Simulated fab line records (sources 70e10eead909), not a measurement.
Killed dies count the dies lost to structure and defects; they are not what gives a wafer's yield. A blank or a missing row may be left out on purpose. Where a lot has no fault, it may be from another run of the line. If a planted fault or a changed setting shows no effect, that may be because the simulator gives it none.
Comparing a struck lot with a sound one / flow nandHarc / 13 out of 1302 route steps
Sound: these wafers, L459.2, L459.3, L459.4. The struck wafers were L449.2, L449.3, L449.5. The cause comes at the end.
For every step that has rows: the tool of each side, followed by ch and its chambers, followed by its first start. Under that, the readings that differ: sound wafers / struck wafers / difference of the means / sigmas: that difference in standard deviations of wafers without a fault.
alike: readings whose means differ by less than 2 such deviations, and words and numbers that are the same on both sides. not compared: withheld readings, readings that some wafer has no value for, bounds like >300 that may hide the same value, and numbers for which the record gives no deviation and whose values overlap.
A row with sigmas, a row that says differs or no value, or rows on one side alone: a step with any of these is where the two part. Non-overlapping numbers with no deviation appear without sigmas and do not part them. A reading that every wafer of one side lacks parts them only if that side has two wafers or more.

first, 1 step without rows for these wafers: NHARC_A_STAIRCASE_ETCH_188 (etches the open film in C4F8/O2, target depth 100 nm, time 40.5 s).
NHARC_A_STAIRCASE_TRIM_189: chemistry O2, time 211.2 s.
  sound: rieDiel-05 ch 0,1,2; struck: rieDiel-05 ch 0,1
  alike: drypumpMotorCurrentA, o2FlowSccm, oesProductAu, rfVppV, showerheadPlenumPTorr, throttleValvePct
  not compared: rfHoursCounterH
NHARC_A_STAIRCASE_ETCH_190: etches the open film in C4F8/O2, target depth 100 nm, time 40.5 s.
  sound: rieDiel-05 ch 1,2,3; struck: rieDiel-05 ch 0,2,3
  alike: oesProductAu, rfVppV
  not compared: rfHoursCounterH
NHARC_A_STAIRCASE_TRIM_191: chemistry O2, time 211.2 s.
  sound: rieDiel-05 ch 0,1,2; struck: rieDiel-05 ch 2,3
  alike: drypumpMotorCurrentA, o2FlowSccm, oesProductAu, rfVppV, showerheadPlenumPTorr, throttleValvePct
  not compared: rfHoursCounterH
NHARC_A_STAIRCASE_ETCH_192: etches the open film in C4F8/O2, target depth 100 nm, time 40.5 s.
  sound: rieDiel-05 ch 0,2,3; struck: rieDiel-05 ch 1,2
  alike: oesProductAu, rfVppV
  not compared: rfHoursCounterH
then, 3 steps without rows for these wafers: NHARC_A_STAIRCASE_TRIM_193 (chemistry O2, time 211.2 s); NHARC_A_STAIRCASE_ETCH_194 (etches the open film in C4F8/O2, target depth 100 nm, time 40.5 s); NHARC_A_STAIRCASE_TRIM_196 (chemistry O2, time 211.2 s).
NHARC_A_STAIRCASE_ETCH_197: etches the open film in C4F8/O2, target depth 100 nm, time 40.5 s.
  sound: rieDiel-05 ch 0,1,3; struck: rieDiel-05 ch 1,2,3
  alike: oesProductAu, rfVppV
  not compared: rfHoursCounterH
then, 2 steps without rows for these wafers: NHARC_A_STAIRCASE_TRIM_198 (chemistry O2, time 211.2 s); NHARC_A_STAIRCASE_ETCH_199 (etches the open film in C4F8/O2, target depth 100 nm, time 40.5 s).
NHARC_A_STAIRCASE_TRIM_200: chemistry O2, time 211.2 s.
  sound on rieDiel-05 ch 1,2,3, day 24 16:47; struck on rieDiel-05 ch 0,1, day 20 15:13
reading=o2FlowSccm (sccm); sound=500.1 499.5 501.2; struck=402.1 398.5 400.9; difference=-99.8; sigmas=-62
reading=showerheadPlenumPTorr (Torr); sound=3.31 3.35 3.56; struck=2.92 2.87 2.92; difference=-0.50; sigmas=-4
reading=throttleValvePct (%); sound=17.021 17.028 17.035; struck=15.295 15.313 15.306; difference=-1.723; sigmas=-99 or more
  alike: drypumpMotorCurrentA, oesProductAu, rfVppV
  not compared: rfHoursCounterH
then, 1 step without rows for these wafers: NHARC_A_STAIRCASE_ETCH_201 (etches the open film in C4F8/O2, target depth 100 nm, time 40.5 s).

## WHERE THEY PART
At NHARC_A_STAIRCASE_TRIM_200 and nowhere else, as far as this record goes.

WHY: what had been put in by the simulator
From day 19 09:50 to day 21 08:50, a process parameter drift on rieDiel-05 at NHARC_A_STAIRCASE_TRIM_200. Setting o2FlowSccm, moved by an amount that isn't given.
